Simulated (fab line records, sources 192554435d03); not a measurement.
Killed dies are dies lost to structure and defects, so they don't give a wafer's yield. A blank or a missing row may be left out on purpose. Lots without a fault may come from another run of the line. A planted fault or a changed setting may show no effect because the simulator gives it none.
fab line records | flow n5_finfet
record lots=23 wafers=69 last_day=17
route steps=1938 shown BEOL_M3@1009 BEOL_M4@1021
lots that met no fault: from a run of the same line without faults
start_h: hours from the record's first day to the start of the lot's first wafer shown | wait_h: hours since the lot's step before | " the same as in the row above | L1.1+2: a row that stands for several wafers | - no value, or no start given | * or withheld: withheld | < > ~ a bound
route shown NAME@n: a module of which the file shows steps, and the number in the route of the first | usual: mean/standard deviation of fault-free wafers | same: alike in all rows | chamber/n: place in a boat | sites: the reading at each site | _std_site: their standard deviation | _edge_site: outer sites' mean less inner sites' | radius_mm: how far each site lies from the wafer's centre | mask NAME#n: copy n | behind: the tool/chamber that last shaped the wafer | hold: why the lot was held/for how many hours/how that ended | device: the transistor (n, p or np) that didn't switch | end of line: the same wafers' tests at the end of the route | a step without rows: its recipe alone | killed: dies lost to structure and defects at the first sort, not the wafer's yield | map: a wafer's dies, x killed, . not, _ none there
set.NAME: the setting as run; set.NAME@STEP: as run at that earlier step | model.NAME: the simulator's own value behind a step, which no gauge read
steps of the route over a sample of lots; a table a step, a row a wafer
services: from which hour (start_h, from the record's first day; less than 0 if before it) a tool's chamber was out of use, for how many hours, and why
## steps
# step N5_BEOL_M3_ANNEAL_95
# recipe temp_c=400 time_s=240 ambient=vacuum
# usual heater_power_w=805/65 susceptor_temp_C=399.99/0.21
# same time_s=240
# columns lot.wafer tool chamber start_h wait_h heater_power_w susceptor_temp_C
L074.3 pvd_sputter-02 - 150.72 0.0 734 400.10
L074.4 " - " " 863 399.64
L074.5 " - " " 713 399.93
L075.2 pvd_sputter-01 - 154.81 0.0 758 400.24
L075.4 " - " " 797 399.83
L075.6 " - " " 753 400.13
L077.1 pvd_sputter-03 - 164.39 0.0 779 400.05
L077.2 " - " " 828 399.89
L077.5 " - " " 778 399.85
L076.2 pvd_sputter-02 - 164.96 0.0 783 399.89
L076.5 " - " " 845 400.29
L076.6 " - " " 811 400.01
L078.1 pvd_sputter-01 - 167.61 0.0 887 400.07
L078.2 " - " " 962 400.22
L078.6 " - " " 797 399.93
L080.1 pvd_sputter-01 - 176.41 0.0 777 399.89
L080.3 " - " " 933 399.97
L080.5 " - " " 959 399.97
L079.1 pvd_sputter-01 - 184.87 0.0 810 399.88
L079.4 " - " " 764 400.00
L079.5 " - " " 908 399.91
L081.2 pvd_sputter-03 - 197.38 0.0 792 399.69
L081.4 " - " " 821 399.70
L081.6 " - " " 772 400.20
L082.1 pvd_sputter-03 - 200.93 0.0 807 399.99
L082.2 " - " " 797 400.19
L082.6 " - " " 711 399.80
L083.3 pvd_sputter-02 - 209.83 0.0 703 399.84
L083.5 " - " " 769 399.76
L083.6 " - " " 701 399.92
L085.1 pvd_sputter-03 - 213.39 0.0 728 399.91
L085.3 " - " " 827 399.90
L085.6 " - " " 775 400.43
L084.2 pvd_sputter-02 - 213.63 0.0 879 400.09
L084.3 " - " " 829 400.41
L084.6 " - " " 796 399.69
L086.1 pvd_sputter-03 - 222.73 0.0 750 399.96
L086.2 " - " " 714 399.76
L086.5 " - " " 791 399.89
L087.1 pvd_sputter-03 - 230.23 0.0 767 400.01
L087.4 " - " " 813 400.07
L087.6 " - " " 698 399.65
L089.2 pvd_sputter-03 - 232.86 0.0 826 399.87
L089.5 " - " " 728 399.72
L089.6 " - " " 825 400.36
L088.1 pvd_sputter-02 - 233.11 0.0 779 400.17
L088.3 " - " " 832 400.27
L088.6 " - " " 797 399.98
L090.2 pvd_sputter-02 - 246.65 0.0 712 400.24
L090.5 " - " " 772 399.87
L090.6 " - " " 875 399.87
L091.4 pvd_sputter-01 - 252.17 0.0 925 399.68
L091.5 " - " " 760 400.39
L091.6 " - " " 970 399.94
L092.2 pvd_sputter-03 - 268.70 0.0 731 400.41
L092.3 " - " " 815 400.29
L092.5 " - " " 712 399.94
L093.3 pvd_sputter-02 - 268.77 0.0 706 400.12
L093.5 " - " " 768 400.02
L093.6 " - " " 714 400.09
L094.1 pvd_sputter-03 - 275.94 0.0 775 399.98
L094.3 " - " " 841 400.01
L094.5 " - " " 776 399.25
L095.3 pvd_sputter-01 - 281.89 0.0 766 399.78
L095.4 " - " " 956 400.37
L095.5 " - " " 779 399.77
L096.3 pvd_sputter-03 - 284.10 0.0 800 400.16
L096.5 " - " " 796 400.21
L096.6 " - " " 710 399.89
# step N5_BEOL_M4_ILD_DEP_00
# recipe material=SiOC target_thk_a=790 temp_c=350 precursor=DEMS/O2 pressure_torr=5 rf_w=500 time_s=15.3
# usual chamber_pressure_Torr=4.999/0.012 heater_power_w=513/64 showerhead_plenum_p_Torr=5.694/0.012 susceptor_temp_C=350.02/0.2 throttle_valve_pct=12.1/0.8
# same time_s=15.3
# columns lot.wafer tool chamber start_h wait_h chamber_pressure_Torr heater_power_w showerhead_plenum_p_Torr susceptor_temp_C throttle_valve_pct
L074.3 pecvd-04 1 151.97 0.0 4.993 378 5.678 349.89 12.1
L074.4 " 1 " " 4.993 374 5.668 349.92 12.0
L074.5 " 0 " " 5.005 662 5.695 349.96 11.0
L075.2 pecvd-04 1 156.24 0.0 4.986 359 5.677 349.81 12.1
L075.4 " 1 " " 4.996 349 5.664 350.06 12.0
L075.6 " 0 " " 5.000 620 5.696 350.29 11.0
L077.1 pecvd-02 2 165.64 0.0 4.994 533 5.677 349.65 12.2
L077.2 " 1 " " 5.001 501 5.707 349.98 11.8
L077.5 " 2 " " 4.992 534 5.713 349.71 12.2
L076.2 pecvd-02 2 166.37 0.0 4.996 537 5.704 349.72 12.3
L076.5 " 1 " " 5.010 593 5.698 349.97 12.2
L076.6 " 2 " " 5.003 554 5.701 349.92 12.4
L078.1 pecvd-02 1 168.87 0.0 4.999 596 5.685 350.33 12.2
L078.2 " 2 " " 5.009 559 5.691 349.84 12.2
L078.6 " 0 " " 4.991 490 5.686 350.04 13.6
L080.1 pecvd-02 0 177.93 0.0 5.009 494 5.686 350.04 13.9
L080.3 " 2 " " 5.026 498 5.703 349.67 12.1
L080.5 " 1 " " 4.996 586 5.692 349.90 11.9
L079.1 pecvd-02 2 186.12 0.0 4.990 598 5.687 349.97 12.1
L079.4 " 0 " " 4.989 472 5.703 350.19 13.7
L079.5 " 2 " " 4.991 589 5.689 350.13 12.1
L081.2 pecvd-01 2 198.87 0.0 4.988 475 5.694 349.98 11.9
L081.4 " 1 " " 5.023 528 5.699 349.81 11.2
L081.6 " 2 " " 5.007 474 5.706 349.85 12.2
L082.1 pecvd-02 0 202.20 0.0 4.975 500 5.701 349.87 13.6
L082.2 " 1 " " 5.006 528 5.685 349.71 12.3
L082.6 " 0 " " 4.991 490 5.702 349.90 13.9
L083.3 pecvd-04 1 211.08 0.0 5.003 365 5.677 349.99 12.2
L083.5 " 1 " " 5.009 361 5.693 349.91 11.9
L083.6 " 0 " " 5.018 541 5.683 349.82 10.8
L085.1 pecvd-02 1 214.64 0.0 5.053 517 5.681 349.90 12.0
L085.3 " 0 " " 5.006 492 5.709 350.00 13.7
L085.6 " 2 " " 5.009 479 5.694 349.86 12.3
L084.2 pecvd-01 0 215.07 0.0 4.974 534 5.697 350.21 11.5
L084.3 " 1 " " 4.990 505 5.695 349.70 11.1
L084.6 " 1 " " 5.006 505 5.691 349.91 11.1
L086.1 pecvd-02 1 224.04 0.0 5.008 600 5.676 349.58 12.3
L086.2 " 0 " " 4.981 471 5.687 349.89 13.7
L086.5 " 1 " " 4.991 593 5.699 350.09 12.1
L087.1 pecvd-02 2 231.74 0.0 4.985 560 5.711 350.08 12.4
L087.4 " 0 " " 4.990 479 5.709 350.68 14.0
L087.6 " 1 " " 4.981 607 5.679 349.94 12.3
L089.2 pecvd-01 2 234.20 0.0 4.996 523 5.700 350.19 12.0
L089.5 " 2 " " 4.997 522 5.676 350.14 11.7
L089.6 " 0 " " 4.986 457 5.683 349.76 11.4
L088.1 pecvd-02 1 234.52 0.0 4.994 535 5.704 350.00 12.1
L088.3 " 2 " " 4.999 592 5.710 350.49 12.5
L088.6 " 0 " " 4.995 528 5.682 349.97 13.7
L090.2 pecvd-02 0 248.16 0.0 5.007 418 5.687 349.99 13.7
L090.5 " 1 " " 5.031 566 5.688 350.37 12.2
L090.6 " 2 " " 5.000 537 5.705 350.13 12.3
L091.4 pecvd-01 2 253.44 0.1 5.003 482 5.694 349.89 12.0
L091.5 " 1 " " 4.992 511 5.696 349.96 11.1
L091.6 " 2 " " 4.994 483 5.692 349.85 11.9
L093.3 pecvd-01 0 270.05 0.0 4.989 462 5.692 350.02 11.8
L093.5 " 2 " " 5.001 510 5.678 350.37 12.0
L093.6 " 0 " " 4.989 465 5.690 349.97 11.5
L092.2 pecvd-01 1 270.22 0.0 4.979 503 5.708 350.43 11.4
L092.3 " 0 " " 4.996 506 5.664 349.88 11.6
L092.5 " 1 " " 5.010 502 5.699 350.33 11.2
L094.1 pecvd-01 0 277.28 0.0 4.999 539 5.687 349.89 11.6
L094.3 " 1 " " 4.969 521 5.699 350.03 11.0
L094.5 " 2 " " 5.016 541 5.689 350.07 11.9
L095.3 pecvd-04 2 283.15 0.0 5.022 444 5.705 350.16 11.3
L095.4 " 0 " " 5.001 632 5.700 350.20 11.3
L095.5 " 1 " " 4.997 357 5.668 349.71 12.2
L096.3 pecvd-02 1 285.37 0.1 4.993 536 5.682 349.95 12.4
L096.5 " 2 " " 5.003 553 5.684 349.87 12.3
L096.6 " 1 " " 4.998 553 5.691 350.15 12.0
# step N5_BEOL_M4_PECVD_72
# recipe material=SiO2 target_thk_a=160 temp_c=400 precursor=TEOS/O2 pressure_torr=5.5 rf_w=450 teos_flow_sccm=53.8 gas=O2 flow_sccm=3000 time_s=18
# usual chamber_pressure_Torr=5.499/0.012 heater_power_w=746/91 showerhead_plenum_p_Torr=8.77/0.031 susceptor_temp_C=400.02/0.22 throttle_valve_pct=22.4/1.4
# same time_s=18
# columns lot.wafer tool chamber start_h wait_h chamber_pressure_Torr heater_power_w showerhead_plenum_p_Torr susceptor_temp_C throttle_valve_pct
L074.3 pecvd-04 2 152.08 0.0 5.498 706 8.83 400.08 21.1
L074.4 " 0 " " 5.503 927 8.77 399.88 21.1
L074.5 " 1 " " 5.504 564 8.73 400.06 22.9
L075.2 pecvd-01 0 156.34 0.0 5.509 810 8.76 400.00 21.7
L075.4 " 0 " " 5.480 817 8.75 399.89 21.8
L075.6 " 2 " " 5.504 790 8.78 399.79 22.3
L077.1 pecvd-02 0 165.75 0.0 5.489 739 8.79 400.27 25.5
L077.2 " 2 " " 5.467 772 8.77 400.27 22.9
L077.5 " 0 " " 5.493 726 8.79 400.15 25.8
L076.2 pecvd-02 0 166.48 0.0 5.483 694 8.80 400.17 25.7
L076.5 " 1 " " 5.518 744 8.76 399.94 22.7
L076.6 " 2 " " 5.504 847 8.80 399.95 22.8
L078.1 pecvd-01 0 168.97 0.0 5.513 697 8.75 399.85 21.9
L078.2 " 1 " " 5.481 706 8.78 400.08 20.9
L078.6 " 0 " " 5.518 682 8.77 399.91 21.8
L080.1 pecvd-04 0 178.03 0.0 5.482 906 8.78 400.15 21.0
L080.3 " 2 " " 5.491 624 8.86 400.04 21.3
L080.5 " 1 " " 5.512 568 8.69 399.45 22.6
L079.1 pecvd-02 0 186.90 0.1 5.502 695 8.80 399.98 25.9
L079.4 " 2 " " 5.503 756 8.79 400.12 23.0
L079.5 " 0 " " 5.488 681 8.80 399.77 25.8
L081.2 pecvd-02 0 198.97 0.0 5.510 735 8.79 400.16 25.7
L081.4 " 2 " " 5.512 806 8.79 399.83 22.9
L081.6 " 1 " " 5.476 870 8.77 400.07 22.9
L082.1 pecvd-02 1 202.30 0.0 5.504 846 8.75 400.26 22.8
L082.2 " 2 " " 5.510 751 8.77 399.87 22.7
L082.6 " 1 " " 5.495 881 8.76 399.88 22.9
L083.3 pecvd-01 2 211.19 0.0 5.517 764 8.76 400.00 22.2
L083.5 " 2 " " 5.489 792 8.78 400.30 22.3
L083.6 " 0 " " 5.481 773 8.75 400.10 21.8
L085.1 pecvd-04 0 214.75 0.0 5.481 818 8.78 399.71 21.0
L085.3 " 2 " " 5.487 621 8.83 400.00 21.0
L085.6 " 2 " " 5.516 617 8.81 399.92 21.0
L084.2 pecvd-01 2 215.17 0.0 5.501 759 8.77 400.07 22.3
L084.3 " 1 " " 5.511 773 8.78 400.44 20.7
L084.6 " 0 " " 5.511 804 8.73 400.08 21.7
L086.1 pecvd-01 1 224.15 0.0 5.500 760 8.79 400.21 20.7
L086.2 " 0 " " 5.492 815 8.76 400.47 21.8
L086.5 " 2 " " 5.516 749 8.76 400.50 22.4
L087.1 pecvd-02 2 231.84 0.0 5.474 807 8.80 399.68 23.2
L087.4 " 2 " " 5.489 826 8.79 400.01 22.9
L087.6 " 1 " " 5.496 751 8.78 400.11 22.9
L089.2 pecvd-01 2 234.31 0.0 5.489 733 8.76 400.19 22.5
L089.5 " 0 " " 5.496 815 8.76 399.69 21.6
L089.6 " 1 " " 5.491 737 8.79 400.10 21.1
L088.1 pecvd-01 1 234.62 0.0 5.496 652 8.80 400.08 20.7
L088.3 " 0 " " 5.511 782 8.74 399.83 21.8
L088.6 " 2 " " 5.464 643 8.77 399.92 22.6
L090.2 pecvd-01 1 248.27 0.0 5.498 633 8.80 399.65 20.7
L090.5 " 2 " " 5.496 642 8.76 399.52 22.7
L090.6 " 1 " " 5.506 638 8.78 399.83 21.0
L091.4 pecvd-04 0 253.56 0.1 5.497 873 8.77 400.10 20.7
L091.5 " 1 " " 5.490 591 8.70 400.08 23.0
L091.6 " 2 " " 5.494 729 8.84 399.94 21.3
L093.3 pecvd-04 1 270.15 0.0 5.504 549 8.69 400.17 22.9
L093.5 " 2 " " 5.497 718 8.83 400.17 21.6
L093.6 " 1 " " 5.509 553 8.72 400.05 22.9
L092.2 pecvd-01 1 270.53 0.0 5.489 613 8.79 399.79 20.7
L092.3 " 0 " " 5.484 742 8.76 400.27 21.6
L092.5 " 0 " " 5.487 744 8.74 400.27 22.1
L094.1 pecvd-02 0 277.39 0.0 5.492 695 8.80 400.48 25.7
L094.3 " 2 " " 5.516 863 8.83 400.46 23.2
L094.5 " 1 " " 5.515 799 8.77 399.99 22.8
L095.3 pecvd-01 1 283.25 0.0 5.502 765 8.79 399.91 20.6
L095.4 " 0 " " 5.511 735 8.75 400.15 21.9
L095.5 " 1 " " 5.499 738 8.80 399.99 20.7
L096.3 pecvd-04 0 285.47 0.0 5.505 920 8.78 400.03 21.0
L096.5 " 0 " " 5.500 920 8.80 400.08 20.9
L096.6 " 1 " " 5.498 491 8.73 399.80 22.9
# step N5_BEOL_M4_CD_MEAS_11
# recipe target_cd_nm=16.79 landing_energy_ev=500 detector=se_inlens polarity=opening
# usual cd_nm=16.90/0.25
# columns lot.wafer tool chamber start_h wait_h cd_nm
L074.3 cd_sem-01 0 152.92 - 16.82
L074.4 " 0 " " 16.52
L074.5 " 0 " " 16.70
L075.2 cd_sem-02 0 158.72 - 16.96
L075.4 " 0 " " 16.98
L075.6 " 0 " " 16.87
L077.1 cd_sem-03 0 166.20 - 16.64
L077.2 " 0 " " 16.69
L077.5 " 0 " " 17.03
L076.2 cd_sem-02 0 170.49 - 16.74
L076.5 " 0 " " 17.15
L076.6 " 0 " " 17.32
L078.1 cd_sem-03 0 170.97 - 17.17
L078.2 " 0 " " 16.78
L078.6 " 0 " " 17.28
L080.1 cd_sem-02 0 179.76 - 16.73
L080.3 " 0 " " 16.26
L080.5 " 0 " " 16.83
L079.1 cd_sem-03 0 188.44 - 16.53
L079.4 " 0 " " 17.00
L079.5 " 0 " " 17.06
L081.2 cd_sem-01 0 199.48 - 16.23
L081.4 " 0 " " 17.17
L081.6 " 0 " " 16.81
L082.1 cd_sem-01 0 203.04 - 16.69
L082.2 " 0 " " 16.44
L082.6 " 0 " " 16.71
L083.3 cd_sem-01 0 211.73 - 16.75
L083.5 " 0 " " 17.02
L083.6 " 0 " " 16.96
L085.1 cd_sem-01 0 215.29 - 16.92
L085.3 " 0 " " 16.87
L085.6 " 0 " " 16.65
L084.2 cd_sem-01 0 217.01 - 16.95
L084.3 " 0 " " 16.55
L084.6 " 0 " " 16.92
L086.1 cd_sem-02 0 228.48 - 17.06
L086.2 " 0 " " 17.10
L086.5 " 0 " " 17.03
L087.1 cd_sem-03 0 232.60 - 16.72
L087.4 " 0 " " 17.18
L087.6 " 0 " " 16.86
L089.2 cd_sem-01 0 235.15 - 16.97
L089.5 " 0 " " 17.02
L089.6 " 0 " " 16.89
L088.1 cd_sem-01 0 235.32 - 17.29
L088.3 " 0 " " 16.79
L088.6 " 0 " " 16.88
L090.2 cd_sem-02 0 248.97 - 16.64
L090.5 " 0 " " 16.78
L090.6 " 0 " " 17.42
L091.4 cd_sem-02 0 255.28 - 16.88
L091.5 " 0 " " 17.17
L091.6 " 0 " " 17.48
L093.3 cd_sem-01 0 270.61 - 17.03
L093.5 " 0 " " 16.98
L093.6 " 0 " " 16.65
L092.2 cd_sem-02 0 272.94 - 16.84
L092.3 " 0 " " 16.63
L092.5 " 0 " " 16.65
L094.1 cd_sem-01 0 279.60 - 16.83
L094.3 " 0 " " 16.66
L094.5 " 0 " " 16.97
L095.3 cd_sem-03 0 284.84 - 17.04
L095.4 " 0 " " 17.01
L095.5 " 0 " " 16.80
L096.3 cd_sem-03 0 288.12 - 17.17
L096.5 " 0 " " 17.05
L096.6 " 0 " " 17.12
# step N5_BEOL_M4_ETCH_77
# recipe chemistry=N2/H2 target=underlayer target_depth_a=65 mask_material=CAR-EUV time_s=5.2 ion_energy_ev=200 pressure_mtorr=30 source_w=840 bias_w=150 n2_flow_sccm=200 h2_flow_sccm=200 ends=cleared
# usual drypump_motor_current_A=5.3/0.57 etch_rf_on_time_s=5.28/0.14 oes_product_au=0.67/0.09 rf_vpp_V=523.4/2.4 showerhead_plenum_p_Torr=2.52/0.073 throttle_valve_pct=17.80/0.26
# columns lot.wafer tool chamber start_h wait_h drypump_motor_current_A etch_rf_on_time_s oes_product_au rf_hours_counter_h rf_vpp_V showerhead_plenum_p_Torr throttle_valve_pct
L074.3 rie_diel-01 2 154.09 0.0 6.3 5.51 0.56 232 524.2 2.52 18.05
L074.4 " 3 " " 4.9 5.40 0.57 - 521.9 2.52 17.80
L074.5 " 1 " " 4.7 5.31 0.63 - 526.0 2.63 17.95
L075.2 rie_diel-04 3 160.04 0.0 4.9 5.39 0.59 193 526.1 2.61 18.08
L075.4 " 0 " " 5.5 5.31 0.58 246 522.8 2.51 18.34
L075.6 " 2 " " 5.3 5.12 0.61 - 518.8 2.45 17.77
L077.1 rie_diel-04 3 167.23 0.0 4.9 5.43 0.59 196 527.0 2.61 18.07
L077.2 " 0 " " 5.5 5.27 0.59 248 526.3 2.51 18.35
L077.5 " 0 " " 5.5 5.32 0.58 - 523.3 2.50 18.35
L076.2 rie_diel-04 3 171.55 0.0 4.9 5.40 0.59 197 526.7 2.61 18.07
L076.5 " 0 " " 5.4 5.28 0.58 - 522.6 2.50 18.35
L076.6 " 3 " " 4.9 5.36 0.60 - 525.4 2.61 18.10
L078.1 rie_diel-01 3 172.00 0.0 4.8 5.36 0.56 242 525.0 2.51 17.78
L078.2 " 2 " " 6.3 5.44 0.56 239 522.2 2.51 18.04
L078.6 " 0 " " 4.9 5.22 0.80 - 523.4 2.47 17.49
L080.1 rie_diel-05 1 181.07 0.0 6.4 5.65 0.60 172 523.1 2.45 18.05
L080.3 " 0 " " 6.0 5.24 0.78 12 523.9 2.51 17.47
L080.5 " 2 " " 5.2 5.12 0.70 - 523.3 2.56 17.33
L079.1 rie_diel-01 2 189.60 0.0 6.3 5.52 0.56 244 520.8 2.51 18.05
L079.4 " 1 " " 4.7 5.30 0.62 200 526.6 2.62 17.96
L079.5 " 2 " " 6.3 5.47 0.56 - 523.8 2.51 18.05
L081.2 rie_diel-01 1 200.74 0.0 4.7 5.32 0.61 205 525.9 2.62 17.98
L081.4 " 2 " " 6.3 5.50 0.56 - 520.9 2.51 18.09
L081.6 " 1 " " 4.7 5.25 0.62 - 527.1 2.62 17.96
L082.1 rie_diel-05 0 204.07 0.0 5.9 5.30 0.76 19 522.9 2.51 17.50
L082.2 " 3 " " 4.9 5.19 0.62 196 521.5 2.42 17.96
L082.6 " 3 " " 4.9 5.20 0.61 - 519.9 2.42 17.93
L083.3 rie_diel-04 0 212.78 0.0 5.5 5.17 0.84 3 521.9 2.50 17.95
L083.5 " 2 " " 5.3 5.21 0.60 - 519.9 2.44 17.81
L083.6 " 1 " " 5.3 5.31 0.78 - 526.4 2.71 17.70
L085.1 rie_diel-04 1 216.45 0.0 5.4 5.32 0.76 18 529.4 2.71 17.68
L085.3 " 3 " " 4.9 5.40 0.57 218 526.3 2.60 18.10
L085.6 " 2 " " 5.3 5.14 0.60 - 518.0 2.44 17.81
L084.2 rie_diel-04 1 218.17 0.0 5.3 5.35 0.77 19 527.5 2.70 17.65
L084.3 " 2 " " 5.3 5.21 0.60 211 520.8 2.44 17.80
L084.6 " 0 " " 5.5 5.20 0.83 - 520.7 2.50 17.95
L086.1 rie_diel-05 0 230.33 0.0 6.0 5.28 0.76 27 523.2 2.50 17.51
L086.2 " 3 " " 4.9 5.12 0.62 204 520.3 2.42 17.92
L086.5 " 1 " " 6.4 5.59 0.60 - 520.2 2.45 18.09
L087.1 rie_diel-01 0 234.64 0.0 4.9 5.25 0.75 34 523.1 2.46 17.53
L087.4 " 2 " " 6.3 5.33 0.80 3 523.9 2.50 17.66
L087.6 " 2 " " 6.3 5.34 0.81 - 521.9 2.50 17.68
L089.2 rie_diel-01 2 236.77 0.0 6.3 5.29 0.80 4 522.2 2.50 17.68
L089.5 " 3 " " 4.8 5.09 0.81 - 523.2 2.51 17.44
L089.6 " 0 " " 4.9 5.18 0.76 - 520.7 2.46 17.52
L088.1 rie_diel-01 0 236.88 0.0 4.9 5.22 0.74 35 522.2 2.46 17.52
L088.3 " 2 " " 6.3 5.41 0.80 4 523.1 2.50 17.65
L088.6 " 2 " " 6.3 5.42 0.79 - 524.3 2.50 17.68
L090.2 rie_diel-05 0 250.04 0.0 5.9 5.26 0.75 35 524.4 2.50 17.51
L090.5 " 3 " " 4.8 5.12 0.62 - 522.1 2.41 17.97
L090.6 " 0 " " 5.9 5.28 0.73 - 525.0 2.50 17.53
L091.4 rie_diel-04 3 256.54 0.0 4.9 5.38 0.57 232 527.1 2.60 18.13
L091.5 " 1 " " 5.3 5.23 0.75 - 528.4 2.70 17.69
L091.6 " 2 " " 5.3 5.16 0.58 - 520.3 2.43 17.83
L093.3 rie_diel-01 3 271.95 0.0 4.9 5.18 0.79 22 522.6 2.50 17.51
L093.5 " 1 " " 4.7 5.27 0.59 - 526.6 2.61 18.01
L093.6 " 0 " " 4.9 5.23 0.74 - 522.6 2.45 17.55
L092.2 rie_diel-01 3 274.10 0.0 4.8 5.25 0.78 23 521.4 2.50 17.48
L092.3 " 2 " " 6.3 5.48 0.75 16 524.9 2.50 17.67
L092.5 " 2 " " 6.3 5.45 0.76 - 523.3 2.50 17.71
L094.1 rie_diel-05 0 281.24 0.0 5.9 5.29 0.72 48 521.6 2.49 17.51
L094.3 " 3 " " 4.9 5.18 0.60 224 521.7 2.41 17.98
L094.5 " 2 " " 5.2 5.12 0.67 - 524.0 2.55 17.37
L095.3 rie_diel-01 2 286.57 0.0 6.3 5.47 0.74 21 523.3 2.50 17.70
L095.4 " 1 " " 4.7 5.25 0.59 239 524.7 2.61 18.03
L095.5 " 0 " " 4.9 5.22 0.74 - 523.8 2.45 17.55
L096.3 rie_diel-01 0 290.97 0.0 4.9 5.22 0.72 53 521.1 2.45 17.55
L096.5 " 0 " " 4.9 5.24 0.73 - 522.0 2.45 17.57
L096.6 " 1 " " 4.7 5.26 0.59 - 526.1 2.60 18.04
# step N5_BEOL_M4_TRENCH_ETCH_37
# recipe chemistry=C4F6/O2 target_depth_a=555.55 target=SiOC time_s=29.2 ion_energy_ev=250 pressure_mtorr=30 source_w=355 bias_w=185 Ar_flow_sccm=300 C4F6_flow_sccm=10 O2_flow_sccm=10
# usual drypump_motor_current_A=5.3/0.55 oes_product_au=0.80/0.11 rf_vpp_V=669/22 showerhead_plenum_p_Torr=2.82/0.091 throttle_valve_pct=20.75/0.29
# same time_s=29.2
# columns lot.wafer tool chamber start_h wait_h drypump_motor_current_A oes_product_au rf_hours_counter_h rf_vpp_V showerhead_plenum_p_Torr throttle_valve_pct
L074.3 rie_diel-01 3 - - 4.9 0.66 235 671 2.77 20.51
L074.4 " 1 " " 4.7 0.72 - 642 2.95 21.00
L074.5 " 2 " " 6.3 0.66 - 647 2.79 20.88
L075.2 rie_diel-05 2 - - 5.2 0.84 61 669 2.89 20.47
L075.4 " 1 " " 6.5 0.73 166 673 2.75 20.98
L075.6 " 0 " " 5.9 0.96 - 673 2.78 20.37
L077.1 rie_diel-01 3 - - 4.8 0.67 242 671 2.77 20.52
L077.2 " 2 " " 6.3 0.67 239 649 2.79 20.89
L077.5 " 0 " " 4.9 0.95 - 697 2.82 20.79
L076.2 rie_diel-01 2 - - 6.3 0.67 239 648 2.79 20.89
L076.5 " 0 " " 4.9 0.94 - 699 2.82 20.77
L076.6 " 1 " " 4.7 0.73 - 644 2.94 21.00
L078.1 rie_diel-01 3 - - 4.8 0.67 243 670 2.77 20.53
L078.2 " 2 " " 6.3 0.67 239 649 2.79 20.88
L078.6 " 3 " " 4.8 0.67 - 671 2.77 20.54
L080.1 rie_diel-01 3 - - 4.9 0.67 246 672 2.77 20.53
L080.3 " 0 " " 4.9 0.94 10 698 2.82 20.79
L080.5 " 1 " " 4.7 0.72 - 644 2.94 20.99
L079.1 rie_diel-05 3 - - 4.9 0.74 191 638 2.73 21.02
L079.4 " 0 " " 6.0 0.93 15 674 2.78 20.37
L079.5 " 1 " " 6.4 0.73 - 671 2.74 21.01
L081.2 rie_diel-04 3 - - 4.9 0.69 213 706 2.95 21.30
L081.4 " 3 " " 4.9 0.69 - 706 2.95 21.27
L081.6 " 1 " " 5.3 0.92 - 690 3.00 20.46
L082.1 rie_diel-04 1 - - 5.3 0.92 13 690 2.99 20.47
L082.2 " 2 " " 5.3 0.71 205 647 2.71 20.60
L082.6 " 1 " " 5.3 0.92 - 690 3.00 20.47
L083.3 rie_diel-01 3 - - 4.8 0.99 0 670 2.77 20.21
L083.5 " 1 " " 4.7 0.71 - 643 2.94 21.01
L083.6 " 0 " " 4.9 0.91 - 699 2.81 20.79
L085.1 rie_diel-01 1 - - 4.7 0.71 215 644 2.93 21.03
L085.3 " 3 " " 4.8 0.99 4 669 2.77 20.24
L085.6 " 1 " " 4.7 0.71 - 643 2.93 21.03
L084.2 rie_diel-05 3 - - 4.9 0.73 202 638 2.73 21.04
L084.3 " 0 " " 5.9 0.91 25 675 2.78 20.40
L084.6 " 3 " " 4.9 0.73 - 638 2.73 21.02
L086.1 rie_diel-04 3 - - 4.8 0.67 223 705 2.95 21.30
L086.2 " 0 " " 5.5 0.96 9 676 2.80 20.98
L086.5 " 1 " " 5.3 0.89 - 690 2.99 20.48
L087.1 rie_diel-01 1 - - 4.7 0.71 222 644 2.93 21.04
L087.4 " 2 " " 6.3 0.94 4 649 2.78 20.58
L087.6 " 3 " " 4.9 0.95 - 671 2.76 20.24
L089.2 rie_diel-04 2 - - 5.3 0.69 218 646 2.70 20.61
L089.5 " 3 " " 4.9 0.67 - 706 2.95 21.30
L089.6 " 0 " " 5.4 0.96 - 676 2.80 20.95
L088.1 rie_diel-01 3 - - 4.8 0.92 16 670 2.76 20.26
L088.3 " 0 " " 4.9 0.87 40 699 2.80 20.83
L088.6 " 3 " " 4.8 0.92 - 669 2.76 20.26
L090.2 rie_diel-01 3 - - 4.9 0.93 17 672 2.76 20.26
L090.5 " 2 " " 6.3 0.93 - 648 2.78 20.57
L090.6 " 3 " " 4.9 0.94 - 670 2.76 20.27
L091.4 rie_diel-01 2 - - 6.3 0.93 11 648 2.78 20.57
L091.5 " 2 " " 6.3 0.91 - 647 2.78 20.59
L091.6 " 1 " " 4.7 0.71 - 641 2.93 21.04
L092.2 rie_diel-04 1 - - 5.3 0.87 36 688 2.98 20.49
L092.3 " 2 " " 5.3 0.68 231 645 2.70 20.63
L092.5 " 3 " " 4.9 0.67 - 705 2.94 21.32
L093.3 rie_diel-05 1 - - 6.4 0.71 197 673 2.73 21.01
L093.5 " 0 " " 5.9 0.86 - 674 2.77 20.41
L093.6 " 3 " " 4.9 0.69 - 637 2.72 21.06
L094.1 rie_diel-04 2 - - 5.3 0.68 234 645 2.70 20.64
L094.3 " 3 " " 4.9 0.67 242 706 2.94 21.34
L094.5 " 2 " " 5.3 0.68 - 644 2.70 20.64
L095.3 rie_diel-01 1 - - 4.7 0.69 244 643 2.92 21.05
L095.4 " 3 " " 4.8 0.89 33 671 2.75 20.29
L095.5 " 1 " " 4.7 0.70 - 642 2.92 21.07
L096.3 rie_diel-04 3 - - 4.9 0.67 250 705 2.94 21.35
L096.5 " 1 " " 5.3 0.85 - 689 2.98 20.53
L096.6 " 2 " " 5.3 0.67 - 646 2.69 20.64
## services
# columns tool chamber start_h hours kind
pecvd-02 2 126.92 23.1 repair
rie_diel-01 0 141.86 - clean
rie_diel-01 0 141.86 - consumable_replace:focus_ring
rie_diel-01 0 141.86 13.6 scheduled_down
rie_diel-01 0 141.86 13.6 vent_cycle
pvd_sputter-01 - 144.28 0.7 repair
pecvd-01 1 151.35 5.3 repair
rie_diel-04 1 152.74 6.5 repair
pecvd-01 - 160.27 1.6 repair
pvd_sputter-02 - 177.09 4.0 repair
pecvd-04 - 191.31 14.0 repair
rie_diel-01 3 197.18 - clean
rie_diel-01 3 197.18 - consumable_replace:focus_ring
rie_diel-01 3 197.18 15.6 scheduled_down
rie_diel-01 3 197.18 15.6 vent_cycle
pecvd-04 1 211.99 6.6 repair
rie_diel-01 2 212.78 - clean
pecvd-02 - 217.23 0.5 repair
pecvd-04 - 234.31 0.6 repair
rie_diel-04 - 240.99 2.6 repair
pecvd-01 0 245.86 8.9 repair
rie_diel-05 1 254.24 8.0 repair
rie_diel-01 0 269.87 1.4 repair
rie_diel-05 - 282.41 10.9 repair
## key
fault none
